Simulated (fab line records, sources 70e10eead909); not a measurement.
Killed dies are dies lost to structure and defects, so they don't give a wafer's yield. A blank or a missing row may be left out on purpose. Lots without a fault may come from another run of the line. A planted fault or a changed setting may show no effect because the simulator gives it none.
fab line records | flow nand_harc
record lots=5 wafers=15 last_day=24
route steps=1159 shown A_M0@1025 A_M1@1026
lots that met no fault: from a run of the same line without faults
start_h: hours from the record's first day to the start of the lot's first wafer shown | wait_h: hours since the lot's step before | " the same as in the row above | L1.1+2: a row that stands for several wafers | - no value, or no start given | * or withheld: withheld | < > ~ a bound
route shown NAME@n: a module of which the file shows steps, and the number in the route of the first | usual: mean/standard deviation of fault-free wafers | same: alike in all rows | chamber/n: place in a boat | sites: the reading at each site | _std_site: their standard deviation | _edge_site: outer sites' mean less inner sites' | radius_mm: how far each site lies from the wafer's centre | mask NAME#n: copy n | behind: the tool/chamber that last shaped the wafer | hold: why the lot was held/for how many hours/how that ended | device: the transistor (n, p or np) that didn't switch | end of line: the same wafers' tests at the end of the route | a step without rows: its recipe alone | killed: dies lost to structure and defects at the first sort, not the wafer's yield | map: a wafer's dies, x killed, . not, _ none there
set.NAME: the setting as run; set.NAME@STEP: as run at that earlier step | model.NAME: the simulator's own value behind a step, which no gauge read
lots at some steps of the route; a table a step, a row a wafer
services: from which hour (start_h, from the record's first day; less than 0 if before it) a tool's chamber was out of use, for how many hours, and why
## steps
# step NHARC_A_M0_DEP_32
# recipe target_thk_a=300 temp_c=370 target_thk_nm=30 pressure_torr=3 flow_sccm=200 rf_w=450 material=SiCN
# usual heater_power_outer_w=333/51 heater_power_w=603/55
# columns lot.wafer tool chamber start_h wait_h heater_power_outer_w heater_power_w since_wet_clean_h
L079.3 pecvd-04 1 440.50 0.1 316 611 51
L079.2 " 0 " " 322 604 51
L079.5 " 2 " " 367 590 -
L088.3 pecvd-01 2 478.70 0.1 247 543 48
L088.6 " 1 " " 384 615 -
L088.5 " 2 " " 246 530 -
L085.2 pecvd-01 1 482.49 0.1 399 633 52
L085.5 " 0 " " 383 687 -
L085.4 " 1 " " 384 645 -
L097.3 pecvd-01 2 531.21 0.1 268 577 100
L097.4 " 0 " " 349 640 -
L097.6 " 2 " " 284 575 -
L094.3 pecvd-04 1 541.41 0.1 325 649 152
L094.1 " 0 " " 344 653 152
L094.5 " 0 " " 355 641 -
# step NHARC_A_M1_DEP_00
# recipe target_thk_a=1825 target_thk_nm=182.5 temp_c=withheld pressure_torr=5 flow_sccm=200 rf_w=600 material=SiOC
# columns lot.wafer tool chamber start_h wait_h since_wet_clean_h
L079.2 pecvd-01 1 440.97 - 10
L079.3 " 2 " " 10
L079.5 " 2 " " -
L088.3 pecvd-01 2 - - 48
L088.5 " 1 " " -
L088.6 " 2 " " -
L085.2 pecvd-04 1 482.95 - 93
L085.4 " 2 " " -
L085.5 " 0 " " -
L097.3 pecvd-03 1 531.58 - 37
L097.6 " 0 " " -
L097.4 " 1 " " -
L094.1 pecvd-01 0 541.85 - 111
L094.3 " 2 " " 111
L094.5 " 0 " " -
# step NHARC_A_M1_DEHYDRATE_01
# recipe temp_c=150 time_s=120
# usual plate_temp_C=150.01/0.15
# columns lot.wafer tool chamber start_h wait_h plate_temp_C
L079.2 litho_track-06 0 441.33 - 149.91
L079.3 " 0 " " 150.15
L079.5 " 0 " " 150.00
L088.3 litho_track-06 0 479.45 - 149.93
L088.5 " 0 " " 149.97
L088.6 " 0 " " 149.86
L085.2 litho_track-06 0 483.27 - 150.12
L085.4 " 0 " " 150.08
L085.5 " 0 " " 150.21
L097.3 litho_track-01 0 531.94 - 149.74
L097.4 " 0 " " 149.87
L097.6 " 0 " " 149.81
L094.1 litho_track-04 0 542.26 - 149.74
L094.3 " 0 " " 149.94
L094.5 " 0 " " 149.84
# step NHARC_A_M1_HMDS_02
# recipe time_s=30
# columns lot.wafer tool chamber start_h wait_h
L079.2+3+5 litho_track-06 0 - -
L088.3+5+6 litho_track-06 0 - -
L085.2+4+5 litho_track-06 0 - -
L097.3+4+6 litho_track-01 0 - -
L094.1+3+5 litho_track-04 0 - -
# step NHARC_A_M1_COAT_34
# recipe temp_c=200 time_s=65
# usual plate_temp_C=199.98/0.16
# columns lot.wafer tool chamber start_h wait_h plate_temp_C
L079.2 litho_track-06 0 - - 200.09
L079.3 " 0 " " 199.80
L079.5 " 0 " " 199.97
L088.3 litho_track-06 0 - - 199.85
L088.5 " 0 " " 199.55
L088.6 " 0 " " 199.88
L085.2 litho_track-06 0 - - 199.83
L085.4 " 0 " " 199.94
L085.5 " 0 " " 200.05
L097.3 litho_track-01 0 - - 199.94
L097.4 " 0 " " 200.07
L097.6 " 0 " " 200.14
L094.1 litho_track-04 0 - - 200.22
L094.3 " 0 " " 199.83
L094.5 " 0 " " 199.99
# step NHARC_A_M1_COAT_03
# recipe spin_rpm=1500 resist_thk_nm=90
# columns lot.wafer tool chamber start_h wait_h
L079.2+3+5 litho_track-06 0 - -
L088.3+5+6 litho_track-06 0 - -
L085.2+4+5 litho_track-06 0 - -
L097.3+4+6 litho_track-01 0 - -
L094.1+3+5 litho_track-04 0 - -
# step NHARC_A_M1_SOFTBAKE_04
# recipe temp_c=105 time_s=55
# usual plate_temp_C=105.02/0.13
# columns lot.wafer tool chamber start_h wait_h plate_temp_C
L079.2 litho_track-06 0 - - 105.05
L079.3 " 0 " " 105.12
L079.5 " 0 " " 105.02
L088.3 litho_track-06 0 - - 105.14
L088.5 " 0 " " 105.12
L088.6 " 0 " " 105.07
L085.2 litho_track-06 0 - - 104.71
L085.4 " 0 " " 104.81
L085.5 " 0 " " 104.80
L097.3 litho_track-01 0 - - 104.90
L097.4 " 0 " " 105.10
L097.6 " 0 " " 105.13
L094.1 litho_track-04 0 - - 105.04
L094.3 " 0 " " 105.00
L094.5 " 0 " " 104.96
# step NHARC_A_M1_EBR_05
# columns lot.wafer tool chamber start_h wait_h
L079.2+3+5 litho_track-06 0 - -
L088.3+5+6 litho_track-06 0 - -
L085.2+4+5 litho_track-06 0 - -
L097.3+4+6 litho_track-01 0 - -
L094.1+3+5 litho_track-04 0 - -
# step NHARC_A_M1_EXPOSE_06
# recipe na=1.35 target_cd_nm=120 dose_mj=75.13 mask_id=A_M1
# same na=1.35
# columns lot.wafer tool chamber start_h wait_h mask
L079.2+3+5 arfi_scanner-01 0 441.50 - A_M1#0
L088.3+5+6 arfi_scanner-02 0 479.75 - A_M1#0
L085.2+4+5 arfi_scanner-03 0 483.56 - A_M1#0
L097.3+4+6 arfi_scanner-01 0 532.24 - A_M1#0
L094.1+3+5 arfi_scanner-03 0 542.55 - A_M1#0
# step NHARC_A_M1_PEB_07
# recipe peb_temp_c=100 peb_time_s=65
# usual plate_temp_C=100.01/0.12
# columns lot.wafer tool chamber start_h wait_h plate_temp_C
L079.2 litho_track-01 0 441.55 0.1 100.09
L079.3 " 0 " " 100.19
L079.5 " 0 " " 99.97
L088.3 litho_track-01 0 479.80 0.0 100.16
L088.5 " 0 " " 99.91
L088.6 " 0 " " 99.99
L085.2 litho_track-01 0 483.62 0.1 99.91
L085.4 " 0 " " 99.94
L085.5 " 0 " " 100.04
L097.3 litho_track-04 0 532.29 0.0 99.78
L097.4 " 0 " " 99.91
L097.6 " 0 " " 99.82
L094.1 litho_track-01 0 542.61 0.1 99.88
L094.3 " 0 " " 100.07
L094.5 " 0 " " 99.76
# step NHARC_A_M1_DEVELOP_08
# recipe develop_time_s=35 dev_temp_c=23
# columns lot.wafer tool chamber start_h wait_h
L079.2+3+5 litho_track-01 0 - -
L088.3+5+6 litho_track-01 0 - -
L085.2+4+5 litho_track-01 0 - -
L097.3+4+6 litho_track-04 0 - -
L094.1+3+5 litho_track-01 0 - -
# step NHARC_A_M1_CD_MEAS_09
# recipe target_cd_nm=120 landing_energy_ev=500
# usual cd_nm=120.1/0.59
# same landing_energy_ev=500
# columns lot.wafer tool chamber start_h wait_h cd_nm
L079.2 cd_sem-02 0 441.63 - 119.6
L079.3 " 0 " " 119.6
L079.5 " 0 " " 120.3
L088.3 cd_sem-03 0 479.89 - 120.1
L088.5 " 0 " " 120.0
L088.6 " 0 " " 120.1
L085.2 cd_sem-02 0 483.70 - 119.4
L085.4 " 0 " " 119.2
L085.5 " 0 " " 119.5
L097.3 cd_sem-01 0 532.38 - 120.4
L097.4 " 0 " " 120.9
L097.6 " 0 " " 120.1
L094.1 cd_sem-03 0 542.69 - 120.0
L094.3 " 0 " " 120.4
L094.5 " 0 " " 120.7
# step NHARC_A_M1_OVL_MEAS_10
# recipe pitch_nm=240
# usual overlay_x_nm=-0.1/0.79 overlay_y_nm=0.2/0.84
# columns lot.wafer tool chamber start_h wait_h overlay_x_nm overlay_y_nm
L079.2 overlay-02 - 441.72 - 0.3 0.2
L079.3 " - " " 0.4 0.6
L079.5 " - " " -0.2 0.1
L088.3 overlay-02 - 479.97 - 0.1 0.2
L088.5 " - " " -0.4 0.9
L088.6 " - " " -0.5 0.8
L085.2 overlay-01 - 483.78 - 0.3 1.0
L085.4 " - " " -0.1 1.3
L085.5 " - " " 0.0 1.5
L097.3 overlay-01 - 532.46 - -1.1 -1.8
L097.4 " - " " -0.8 -2.0
L097.6 " - " " -0.2 -2.1
L094.1 overlay-02 - 542.77 - 0.7 1.0
L094.3 " - " " -0.1 0.5
L094.5 " - " " -0.1 0.3
# step NHARC_A_M1_INSPECT_11
# usual raw_defect_count=31/12
# columns lot.wafer tool chamber start_h wait_h raw_defect_count
L079.2 defect_inspect-02 - 441.76 0.0 24
L079.3 " - " " 32
L079.5 " - " " 25
L088.3 defect_inspect-01 - 480.01 0.0 28
L088.5 " - " " 30
L088.6 " - " " 34
L085.2 defect_inspect-02 - 483.82 0.0 24
L085.4 " - " " 26
L085.5 " - " " 33
L097.3 defect_inspect-01 - 532.50 0.0 41
L097.4 " - " " 51
L097.6 " - " " 28
L094.1 defect_inspect-02 - 542.81 0.0 46
L094.3 " - " " 38
L094.5 " - " " 41
# step NHARC_A_M1_DESCUM_14
# recipe time_s=3 o2_flow_sccm=200 ar_flow_sccm=0 bias_power_w=0 chemistry=O2
# usual chamber_pressure_mTorr=60.01/0.053 drypump_motor_current_A=6.0/0.34 oes_product_au=1.000/0.008 rf_vpp_V=57.7/0.94 showerhead_plenum_p_Torr=1.90/0.072 throttle_valve_pct=11.312/0.0088
# columns lot.wafer tool chamber start_h wait_h chamber_pressure_mTorr drypump_motor_current_A oes_product_au rf_hours_counter_h rf_vpp_V showerhead_plenum_p_Torr throttle_valve_pct
L079.2 rie_diel-13 3 441.82 0.1 60.00 6.5 0.999 12 57.4 1.92 11.305
L079.3 " 1 " " 60.01 5.6 1.000 12 59.2 1.84 11.303
L079.5 " 3 " " 59.95 6.5 1.005 - 57.4 1.92 11.316
L088.3 rie_diel-13 3 480.08 0.1 60.01 6.5 1.008 0 57.6 1.92 11.330
L088.5 " 1 " " 60.05 5.6 1.002 - 56.3 1.84 11.319
L088.6 " 2 " " 60.04 6.3 1.005 - 58.6 2.00 11.309
L085.4 rie_diel-03 0 483.88 0.1 59.96 6.0 0.994 5 58.4 1.80 11.311
L085.2 " 2 " " 59.97 6.0 1.007 5 59.4 1.93 11.301
L085.5 " 0 " " 59.99 6.0 1.003 - 55.5 1.80 11.315
L097.3 rie_diel-13 1 532.58 0.1 60.05 5.6 0.991 7 56.9 1.84 11.328
L097.6 " 2 " " 60.03 6.4 0.997 - 56.1 2.00 11.313
L097.4 " 3 " " 59.99 6.6 1.009 - 59.1 1.92 11.319
L094.1 rie_diel-03 3 542.87 0.1 60.12 5.7 1.005 10 57.3 1.93 11.316
L094.3 " 2 " " 60.02 6.0 1.006 8 58.8 1.93 11.320
L094.5 " 3 " " 59.99 5.7 1.001 - 57.7 1.93 11.320
# step NHARC_A_M1_ETCH_35
# recipe target_depth_a=400 overetch_a=120 time_s=43.94 ion_energy_ev=200 n2_flow_sccm=150 h2_flow_sccm=150 ar_flow_sccm=0 rf_w=400 bias_w=150 chemistry=N2/H2
# usual chamber_pressure_mTorr=29.99/0.032 drypump_motor_current_A=6.0/0.34 oes_product_au=1.000/0.0085 rf_vpp_V=429.7/2.3 showerhead_plenum_p_Torr=2.01/0.077 throttle_valve_pct=14.172/0.0088
# columns lot.wafer tool chamber start_h wait_h chamber_pressure_mTorr drypump_motor_current_A oes_product_au rf_hours_counter_h rf_vpp_V showerhead_plenum_p_Torr throttle_valve_pct
L079.3 rie_diel-13 3 441.91 0.1 30.01 6.5 0.998 12 430.0 2.05 14.170
L079.2 " 1 " " 30.00 5.6 0.992 12 427.3 1.96 14.173
L079.5 " 3 " " 29.97 6.5 1.002 - 430.6 2.05 14.179
L088.3 rie_diel-13 2 480.15 0.1 29.93 6.3 1.007 1 432.9 2.14 14.170
L088.5 " 2 " " 30.02 6.4 1.008 - 433.3 2.14 14.174
L088.6 " 3 " " 29.99 6.6 1.010 - 432.1 2.05 14.194
L085.2 rie_diel-03 2 483.98 0.1 29.98 6.0 1.010 5 430.5 2.06 14.171
L085.4 " 3 " " 30.00 5.7 1.010 5 430.8 2.06 14.168
L085.5 " 0 " " 30.00 6.0 0.999 - 427.7 1.92 14.184
L097.3 rie_diel-13 2 532.67 0.1 30.03 6.4 0.996 8 433.0 2.13 14.163
L097.4 " 3 " " 30.00 6.5 1.001 - 430.8 2.05 14.183
L097.6 " 2 " " 30.00 6.4 1.007 - 434.0 2.13 14.165
L094.1 rie_diel-03 0 542.96 0.1 30.04 6.0 1.003 10 427.5 1.91 14.176
L094.3 " 3 " " 29.98 5.7 1.003 10 429.6 2.06 14.163
L094.5 " 0 " " 30.00 6.0 0.997 - 426.9 1.91 14.188
# step NHARC_A_M1_ETCH_15
# recipe target_depth_a=1825 time_s=91.2 c4f8_flow_sccm=withheld ar_flow_sccm=400 rf_w=600 bias_w=300 chemistry=C4F8/Ar
# usual chamber_pressure_mTorr=25.000/0.022 oes_product_au=0.954/0.021 rf_vpp_V=440.3/2.3
# columns lot.wafer tool chamber start_h wait_h chamber_pressure_mTorr oes_product_au rf_hours_counter_h rf_vpp_V
L079.3 rie_diel-13 2 - - 24.978 0.932 11 444.4
L079.2 " 3 " " 25.008 0.926 12 442.0
L079.5 " 3 " " 25.032 0.928 - 439.7
L088.3 rie_diel-13 0 - - 25.032 0.978 1 437.4
L088.5 " 0 " " 24.980 0.982 - 437.7
L088.6 " 1 " " 24.990 0.967 - 438.8
L085.4 rie_diel-03 2 - - 24.993 0.965 5 440.4
L085.2 " 1 " " 24.995 0.968 5 438.3
L085.5 " 3 " " 24.963 0.966 - 442.5
L097.3 rie_diel-13 1 - - 24.972 0.954 7 439.6
L097.4 " 2 " " 25.003 0.958 - 443.4
L097.6 " 3 " " 24.986 0.957 - 440.4
L094.1 rie_diel-03 0 - - 24.978 0.923 10 437.8
L094.3 " 1 " " 24.967 0.934 10 436.8
L094.5 " 1 " " 25.036 0.921 - 438.7
# step NHARC_A_M1_CD_MEAS_16
# usual cd_nm=120.1/0.72
# columns lot.wafer tool chamber start_h wait_h cd_nm
L079.2 cd_sem-02 - 442.12 - 119.8
L079.3 " - " " 119.2
L079.5 " - " " 120.3
L088.3 cd_sem-02 - 480.38 - 119.9
L088.5 " - " " 120.1
L088.6 " - " " 119.5
L085.2 cd_sem-02 - 484.19 - 119.3
L085.4 " - " " 119.4
L085.5 " - " " 119.0
L097.3 cd_sem-02 - 532.91 - 119.7
L097.4 " - " " 119.8
L097.6 " - " " 119.2
L094.1 cd_sem-03 - 543.18 - 119.6
L094.3 " - " " 121.0
L094.5 " - " " 120.1
# step NHARC_A_M1_STRIP_18
# recipe power_w=1000 n2_flow_sccm=150 h2_flow_sccm=150 ar_flow_sccm=0 bias_w=0 chemistry=N2/H2
# usual chamber_pressure_mTorr=30.002/0.029 drypump_motor_current_A=6.0/0.36 oes_product_au=0.999/0.0082 rf_vpp_V=90.6/0.87 showerhead_plenum_p_Torr=2.02/0.078 throttle_valve_pct=14.172/0.0084
# columns lot.wafer tool chamber start_h wait_h chamber_pressure_mTorr drypump_motor_current_A oes_product_au rf_hours_counter_h rf_vpp_V showerhead_plenum_p_Torr throttle_valve_pct
L079.2 rie_diel-03 1 442.25 0.1 29.964 6.2 1.003 4 90.6 1.93 14.176
L079.3 " 2 " " 30.042 6.0 0.994 4 92.0 2.06 14.177
L079.5 " 0 " " 29.995 6.0 1.001 - 90.5 1.92 14.187
L088.3 rie_diel-03 2 480.50 0.1 30.010 6.0 1.004 5 91.0 2.05 14.179
L088.6 " 0 " " 30.006 6.0 1.003 - 90.3 1.92 14.165
L088.5 " 1 " " 29.959 6.2 1.003 - 91.1 1.93 14.177
L085.4 rie_diel-03 1 484.26 0.1 30.026 6.2 1.006 5 89.4 1.93 14.179
L085.2 " 0 " " 30.025 6.0 0.999 5 90.0 1.92 14.168
L085.5 " 2 " " 30.028 6.0 1.002 - 91.0 2.06 14.158
L097.3 rie_diel-12 3 532.99 0.1 29.960 5.6 0.986 3 89.9 1.95 14.175
L097.4 " 0 " " 29.983 6.1 0.990 3 90.0 2.07 14.181
L097.6 " 3 " " 29.974 5.6 0.988 - 88.2 1.95 14.167
L094.3 rie_diel-13 2 543.25 0.1 29.995 6.4 0.999 8 91.1 2.13 14.169
L094.1 " 3 " " 29.981 6.5 1.003 8 90.8 2.05 14.170
L094.5 " 2 " " 29.989 6.4 0.995 - 89.5 2.13 14.178
# step NHARC_A_M1_ETCH_28
# recipe target_depth_a=300 over_etch_frac=0.3 time_s=72.99 ion_energy_ev=150 cf4_flow_sccm=50 n2_flow_sccm=100 ar_flow_sccm=150 rf_w=300 bias_w=100 chemistry=CF4/N2
# usual chamber_pressure_mTorr=29.995/0.024 drypump_motor_current_A=6.0/0.37 oes_product_au=0.999/0.0087 rf_vpp_V=313.8/1.8 showerhead_plenum_p_Torr=2.60/0.093 throttle_valve_pct=19.795/0.0094
# columns lot.wafer tool chamber start_h wait_h chamber_pressure_mTorr drypump_motor_current_A oes_product_au rf_hours_counter_h rf_vpp_V showerhead_plenum_p_Torr throttle_valve_pct
L079.2 rie_diel-03 0 - - 30.008 6.1 0.990 4 312.0 2.48 19.794
L079.3 " 1 " " 29.966 6.2 1.000 4 311.4 2.49 19.800
L079.5 " 2 " " 30.019 6.0 0.992 - 314.2 2.64 19.810
L088.3 rie_diel-03 3 - - 30.009 5.7 1.021 5 315.2 2.65 19.794
L088.5 " 0 " " 29.972 6.0 1.014 - 313.4 2.48 19.801
L088.6 " 1 " " 30.015 6.2 1.006 - 314.3 2.49 19.789
L085.2 rie_diel-03 3 - - 30.015 5.7 1.012 5 315.6 2.65 19.783
L085.4 " 0 " " 29.950 6.0 1.000 5 311.1 2.48 19.794
L085.5 " 1 " " 29.985 6.2 1.012 - 312.5 2.49 19.796
L097.3 rie_diel-12 0 - - 30.029 6.2 0.997 3 313.6 2.66 19.796
L097.4 " 1 " " 30.043 6.4 1.002 3 316.0 2.74 19.800
L097.6 " 3 " " 29.959 5.6 0.994 - 311.3 2.53 19.798
L094.3 rie_diel-13 1 - - 30.032 5.6 0.995 8 311.4 2.53 19.806
L094.1 " 2 " " 30.011 6.3 0.989 9 316.3 2.74 19.783
L094.5 " 1 " " 30.004 5.6 1.001 - 315.0 2.53 19.790
# step NHARC_A_M1_STRIP_19
# recipe time_s=600 temp_c=30 chemistry=post_etch_residue_remover
# columns lot.wafer tool chamber start_h wait_h
L079.2+5+3 wet_bench-08 5,6,1 442.57 -
L088.6+3+5 wet_bench-10 2,5,6 480.82 -
L085.5+4+2 wet_bench-08 3,6,7 484.64 -
L097.6+3+4 wet_bench-10 7,1,2 533.37 -
L094.1+5+3 wet_bench-10 4,6,7 543.70 -
# step NHARC_A_M1_DEGAS_29
# recipe temp_c=250 time_s=60
# usual heater_power_w=317/27
# columns lot.wafer tool chamber start_h wait_h heater_power_w
L079.2 pvd_sputter-01 - 442.85 - 330
L079.3 " - " " 313
L079.5 " - " " 327
L088.3 pvd_sputter-01 - 481.10 - 326
L088.5 " - " " 274
L088.6 " - " " 306
L085.4 pvd_sputter-02 - 484.90 - 317
L085.2 " - " " 300
L085.5 " - " " 314
L097.3 pvd_sputter-03 - 533.63 - 348
L097.4 " - " " 360
L097.6 " - " " 301
L094.3 pvd_sputter-02 - 543.96 - 301
L094.1 " - " " 344
L094.5 " - " " 303
# step NHARC_A_M1_PRE_CLEAN_30
# recipe time_s=30 temp_c=280 gas=H2/He
# usual heater_power_w=390/33
# columns lot.wafer tool chamber start_h wait_h heater_power_w
L079.2 pvd_sputter-01 - - - 341
L079.3 " - " " 407
L079.5 " - " " 374
L088.3 pvd_sputter-01 - - - 398
L088.5 " - " " 409
L088.6 " - " " 332
L085.4 pvd_sputter-02 - - - 421
L085.2 " - " " 391
L085.5 " - " " 337
L097.4 pvd_sputter-03 - - - 448
L097.3 " - " " 375
L097.6 " - " " 447
L094.1 pvd_sputter-02 - - - 371
L094.3 " - " " 339
L094.5 " - " " 371
# step NHARC_A_M1_PVD_20
# recipe target_thk_a=50 bias_v=168.6 power_w=15000 chamber_pressure_pa=0.12 time_s=8.06 substrate_temp_c=50 material=TaN
# usual chamber_pressure_pa=0.12003/0.00026 throttle_valve_pct=30.0/0.93
# columns lot.wafer tool chamber start_h wait_h chamber_pressure_pa throttle_valve_pct
L079.3 pvd_sputter-01 - - - 0.12003 30.7
L079.2 " - " " 0.11939 29.2
L079.5 " - " " 0.12067 29.3
L088.3 pvd_sputter-01 - - - 0.12 29.5
L088.5 " - " " 0.12009 30.7
L088.6 " - " " 0.11988 29.0
L085.4 pvd_sputter-02 - - - 0.1198 30.2
L085.2 " - " " 0.12 28.7
L085.5 " - " " 0.12021 29.4
L097.3 pvd_sputter-03 - - - 0.12034 31.9
L097.4 " - " " 0.12013 29.9
L097.6 " - " " 0.12002 32.0
L094.1 pvd_sputter-02 - - - 0.11984 29.8
L094.3 " - " " 0.12028 30.2
L094.5 " - " " 0.12045 28.7
# step NHARC_A_M1_PVD_21
# recipe target_thk_a=300 chamber_pressure_pa=5 power_w=5000 substrate_temp_c=30 time_s=20.49 material=Cu
# usual chamber_pressure_pa=5.000/0.011 throttle_valve_pct=30.1/1
# columns lot.wafer tool chamber start_h wait_h chamber_pressure_pa throttle_valve_pct
L079.3 pvd_sputter-01 - - - 5.002 29.1
L079.2 " - " " 5.005 30.4
L079.5 " - " " 5.001 29.6
L088.3 pvd_sputter-01 - - - 4.992 30.4
L088.5 " - " " 5.002 29.5
L088.6 " - " " 5.002 29.2
L085.4 pvd_sputter-02 - - - 5.010 29.7
L085.2 " - " " 4.981 29.9
L085.5 " - " " 5.002 29.4
L097.4 pvd_sputter-03 - - - 5.009 29.8
L097.3 " - " " 4.996 31.5
L097.6 " - " " 5.016 31.1
L094.3 pvd_sputter-02 - - - 5.020 28.4
L094.1 " - " " 5.002 29.3
L094.5 " - " " 5.027 28.5
# step NHARC_A_M1_ECD_22
# recipe target_thk_a=4000 bath_temp_c=25 material=Cu
# columns lot.wafer tool chamber start_h wait_h
L079.2+3+5 ecd_cu-01 1,0,1 443.26 -
L088.3+6+5 ecd_cu-02 0,0,1 481.55 -
L085.2+4+5 ecd_cu-01 0,1,1 485.31 -
L097.4+3+6 ecd_cu-01 0,1,0 534.32 -
L094.1+3+5 ecd_cu-01 1,1,0 544.33 -
# step NHARC_A_M1_ANNEAL_31
# recipe temp_c=225 time_s=90
# usual wafer_temp_C_max=226.0/0.34
# columns lot.wafer tool chamber start_h wait_h wafer_temp_C_max
L079.2 rtp_anneal-02 0 443.79 0.5 225.7
L079.3 " 0 " " 225.6
L079.5 " 0 " " 225.6
L088.3 rtp_anneal-02 0 481.92 - 226.0
L088.5 " 0 " " 225.6
L088.6 " 0 " " 225.9
L085.2 rtp_anneal-02 0 485.69 0.3 225.9
L085.4 " 0 " " 226.0
L085.5 " 0 " " 225.9
L097.3 rtp_anneal-01 0 534.70 0.3 226.0
L097.4 " 0 " " 226.9
L097.6 " 0 " " 226.2
L094.1 rtp_anneal-02 0 544.71 0.3 225.7
L094.3 " 0 " " 225.6
L094.5 " 0 " " 225.6
# step NHARC_A_M1_CMP_23
# recipe t_overpolish_s=20 target_thk_nm=154.34
# usual edge_zone_pressure_frac=1.000/0.0052 motor_current_A=12.0/1.2 pad_life_wafers=267/160 slurry_flow_ml_min=150.1/0.49 time_to_endpoint_s=29.1/2.3
# same t_overpolish_s=20
# columns lot.wafer tool chamber start_h wait_h edge_zone_pressure_frac motor_current_A pad_life_wafers slurry_flow_ml_min time_to_endpoint_s
L079.3 cmp-04 3 444.09 - 1.008 14.5 186 149.8 28.6
L079.2 " 2 " " 1.000 12.2 189 150.3 27.6
L079.5 " 3 " " 1.003 13.7 - 151.2 29.1
L088.3 cmp-01 0 482.16 - 1.004 13.6 444 150.6 29.1
L088.6 " 0 " " 0.998 14.1 - 149.9 27.7
L088.5 " 1 " " 0.990 10.3 - 151.1 28.2
L085.2 cmp-01 3 486.01 - 1.000 11.1 475 151.2 27.7
L085.4 " 1 " " 1.011 10.2 477 150.0 27.6
L085.5 " 3 " " 1.003 10.9 - 150.7 25.9
L097.3 cmp-01 3 534.99 - 0.992 10.6 169 149.6 29.3
L097.4 " 0 " " 1.008 13.6 170 149.7 33.2
L097.6 " 2 " " 0.999 12.5 - 150.1 32.7
L094.3 cmp-02 0 545.05 - 0.995 11.9 120 150.2 30.3
L094.1 " 3 " " 0.999 12.3 123 149.9 27.5
L094.5 " 1 " " 1.006 13.2 - 150.0 28.7
# step NHARC_A_M1_THK_MEAS_24
# recipe thk_meas_gauge=xrf
# usual thk_nm=154.4/1.4
# columns lot.wafer tool chamber start_h wait_h thk_nm
L079.2 film_metro-02 - 444.41 - 155.8
L079.3 " - " " 152.1
L079.5 " - " " 154.0
L088.3 film_metro-02 - 482.48 - 153.6
L088.5 " - " " 153.3
L088.6 " - " " 154.3
L085.2 film_metro-02 - 486.29 - 153.4
L085.4 " - " " 154.9
L085.5 " - " " 154.7
L097.3 film_metro-02 - 535.28 - 155.8
L097.4 " - " " 158.1
L097.6 " - " " 157.5
L094.1 film_metro-01 - 545.37 - 154.9
L094.3 " - " " 155.9
L094.5 " - " " 154.4
# step NHARC_A_M1_SRD_25
# columns lot.wafer tool chamber start_h wait_h
L079.5+2+3 wet_bench-10 3,4,7 444.45 0.0
L088.6+3+5 wet_bench-08 2,3,5 482.52 0.0
L085.5+4+2 wet_bench-08 2,3,7 486.33 0.0
L097.3+4+6 wet_bench-10 6,0,2 535.32 0.0
L094.3+1+5 wet_bench-10 3,5,0 545.41 0.0
# step NHARC_A_M1_INSPECT_27
# usual raw_defect_count=475/140
# columns lot.wafer tool chamber start_h wait_h raw_defect_count
L079.2 defect_inspect-02 - 444.57 0.0 504
L079.3 " - " " 509
L079.5 " - " " 582
L088.3 defect_inspect-01 - 482.64 0.0 383
L088.5 " - " " 342
L088.6 " - " " 349
L085.2 defect_inspect-02 - 486.45 0.0 658
L085.4 " - " " 504
L085.5 " - " " 458
L097.3 defect_inspect-02 - 535.44 0.0 287
L097.4 " - " " 290
L097.6 " - " " 309
L094.1 defect_inspect-02 - 545.52 0.0 375
L094.3 " - " " 494
L094.5 " - " " 491
# step NHARC_A_M1_PRE_CLEAN_32
# recipe time_s=12 temp_c=370 rf_power_w=300 gas=NH3
# usual heater_power_outer_w=374/53 heater_power_w=656/64
# columns lot.wafer tool chamber start_h wait_h heater_power_outer_w heater_power_w since_wet_clean_h
L079.3 pecvd-04 1 444.71 0.1 317 620 55
L079.2 " 2 " " 402 635 55
L079.5 " 2 " " 400 631 -
L088.3 pecvd-01 1 482.70 0.1 418 651 52
L088.6 " 2 " " 344 684 -
L088.5 " 0 " " 439 740 -
L085.2 pecvd-04 2 486.54 0.1 425 652 97
L085.4 " 0 " " 401 726 -
L085.5 " 1 " " 384 709 -
L097.3 pecvd-01 1 535.52 0.1 437 684 105
L097.6 " 1 " " 435 690 -
L097.4 " 2 " " 324 637 -
L094.3 pecvd-03 2 545.60 0.1 272 478 51
L094.1 " 0 " " 350 643 51
L094.5 " 2 " " 269 463 -
# step NHARC_A_M1_DEP_33
# recipe target_thk_a=300 temp_c=370 target_thk_nm=30 pressure_torr=3 flow_sccm=200 rf_w=450 material=SiCN
# usual heater_power_outer_w=333/56 heater_power_w=601/55
# columns lot.wafer tool chamber start_h wait_h heater_power_outer_w heater_power_w since_wet_clean_h
L079.3 pecvd-04 1 444.79 0.1 340 649 55
L079.2 " 2 " " 413 646 55
L079.5 " 2 " " 403 641 -
L088.3 pecvd-01 1 482.78 0.1 394 632 52
L088.6 " 2 " " 318 609 -
L088.5 " 0 " " 347 608 -
L085.2 pecvd-04 2 486.68 0.1 424 656 97
L085.4 " 0 " " 313 595 -
L085.5 " 1 " " 289 590 -
L097.3 pecvd-01 1 535.63 0.1 384 609 105
L097.6 " 1 " " 392 609 -
L097.4 " 2 " " 255 546 -
L094.3 pecvd-03 2 545.71 0.1 302 527 51
L094.1 " 0 " " 327 586 51
L094.5 " 2 " " 295 525 -
## services
# columns tool chamber start_h hours kind
pecvd-01 - 418.00 13.0 pm
wet_bench-10 - 423.20 8.0 pm
pvd_sputter-03 - 424.30 1.7 repair
pvd_sputter-01 - 426.35 1.9 repair
cmp-01 - 434.06 0.8 repair
pvd_sputter-02 - 434.43 1.3 repair
pecvd-03 1 437.74 3.9 repair
ecd_cu-01 - 439.93 2.2 repair
litho_track-01 - 443.00 7.0 pm
cmp-01 - 447.12 0.3 repair
ecd_cu-01 - 448.00 8.0 pm
rie_diel-13 - 453.10 9.0 pm
pvd_sputter-02 - 456.78 1.3 repair
pvd_sputter-03 - 458.00 10.0 pm
litho_track-06 - 467.00 7.0 pm
rie_diel-13 1 482.85 4.9 repair
litho_track-04 - 491.00 7.0 pm
rie_diel-03 2 491.41 8.4 repair
rie_diel-13 0 493.89 90.1 repair
pvd_sputter-02 - 495.71 1.8 repair
pecvd-04 2 496.44 7.3 repair
pvd_sputter-01 - 514.01 10.0 pm
ecd_cu-01 - 527.92 1.4 repair
pvd_sputter-03 - 540.27 10.6 repair
## key
fault none
